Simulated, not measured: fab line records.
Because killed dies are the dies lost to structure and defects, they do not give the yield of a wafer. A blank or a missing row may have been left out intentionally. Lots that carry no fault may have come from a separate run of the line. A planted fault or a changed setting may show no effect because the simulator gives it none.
Code-filled problem report in 8D (eight disciplines) form / flow nandHarc / the parts of the form that need people (team, actions taken, sign-off) are left out

1. WHAT WENT WRONG
Wafers without a fault read 3.0 with a standard deviation of 2, while killedAtPeriphery at NHARC_END_SORT_01 averages 657.5 across 2 wafers of 1 lot. So: +99 or more standard deviations from the usual mean.
Earliest sighting: wafer L274.3 on prober-01 at day 22 07:36. The record holds 3 wafers of 1 lot with a number at this step. The rule behind "out" and "out of limits": a value lying over 4 standard deviations away from the usual mean. The rest of the wafers with a number are treated as sound.

2. WHAT THIS IS AND IS NOT
question=which readings at this step; is=killedAtPeriphery, killedDies; is not=killedAtArray, killedAtOther, killedOpen
question=which lots; is=L274; is not=-
question=which wafers of those lots; is=L274.3, L274.6; is not=L274.1
question=read on which gauges; is=prober-01; is not=-
question=when; is=from day 22 07:36; is not=up to then (1 sound wafer)

3. THE SUSPECTS, EACH WITH WHAT RULES IT OUT
Counting: if a tool at a process step up to the reading ran every lot that is out, it stays a suspect. Sound lots after the first of them don't rule it out here, since some wafers of a struck lot are sound.
- the gauge at NHARC_END_SORT_01 is ruled out. All the wafers that are out were read on prober-01, but those of them that NHARC_P_CONTACT_ETCH_31 has rows for are out there too, on other tools.
- pecvd-04 at NHARC_P_CONTACT_DEP_30 (deposits SiNx, target thk 30 nm): kept. It ran the lot that is out, L274 (day 8 20:14).
- cmp-02 at NHARC_P_CONTACT_CMP_01 (polishes SiO2, target thk 200 nm): kept. It ran the lot that is out, L274 (day 8 20:57).
- rieDiel-06 at NHARC_P_CONTACT_ETCH_35 (etches the open film in CF4, target depth 39 nm, time 65 s): kept. It ran the lot that is out, L274 (day 8 21:55).
- rieDiel-06 at NHARC_P_CONTACT_ETCH_31 (etches the open film in CH3F/O2, target depth 30 nm, time 85.7 s): kept. It ran the lot that is out, L274 (day 8 22:35). Out on those wafers are its own readings of oesProductAu.
- The sound lot-mates ran in chamber 3 of cmp-02 at NHARC_P_CONTACT_CMP_01, but the wafers that are out ran in chamber 0.
- The sound lot-mates ran in chamber 2 of rieDiel-06 at NHARC_P_CONTACT_ETCH_31, but the wafers that are out ran in chamber 0.
Left after counting: pecvd-04 at NHARC_P_CONTACT_DEP_30, cmp-02 at NHARC_P_CONTACT_CMP_01, rieDiel-06 at NHARC_P_CONTACT_ETCH_35, rieDiel-06 at NHARC_P_CONTACT_ETCH_31.

4. THE CAUSE (what the simulator had put in)
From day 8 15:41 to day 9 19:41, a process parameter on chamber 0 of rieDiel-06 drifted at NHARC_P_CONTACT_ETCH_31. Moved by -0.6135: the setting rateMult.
Counting left 4 suspects, and this tool is among them.

5. THE CHAIN OF EFFECTS, in route order
Each row: a reading where the mean over the struck wafers with a number is more than 3 standard deviations away from the usual. Only readings for which the record gives a usual standard deviation are gone through. hours: the time from each lot's start at the first step in this table that gives one to its start at this step, as a median over the lots. sigmas: the change in usual standard deviations.
hours=0; step=NHARC_P_CONTACT_ETCH_31; reading=oesProductAu; usual=0.978 a.u.; on struck wafers=0.618; change=-0.360; sigmas=-24
hours=321; step=NHARC_END_SORT_01; reading=killedAtPeriphery; usual=3.0; on struck wafers=657.5; change=+654.5; sigmas=+99 or more
hours=321; step=NHARC_END_SORT_01; reading=killedDies; usual=34; on struck wafers=677; change=+643; sigmas=+54
Process steps it contains:
- NHARC_P_CONTACT_ETCH_31: etches the open film in CH3F/O2, target depth 30 nm, time 85.7 s.

6. WHAT WOULD HAVE CAUGHT IT SOONER
328 hours passed between the start of the fault at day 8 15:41 and the first reading out of limits at a measuring or inspecting step in this record, taken at day 22 07:36.
The tool's own readings at NHARC_P_CONTACT_ETCH_31 were out on every struck wafer that the step has a row for (oesProductAu): an alarm limit on them would have fired on the first of those.
By day 22 07:36, every lot that is out (1) had started NHARC_P_CONTACT_ETCH_31 on rieDiel-06. None of them would have been spared by holding the tool at that moment.
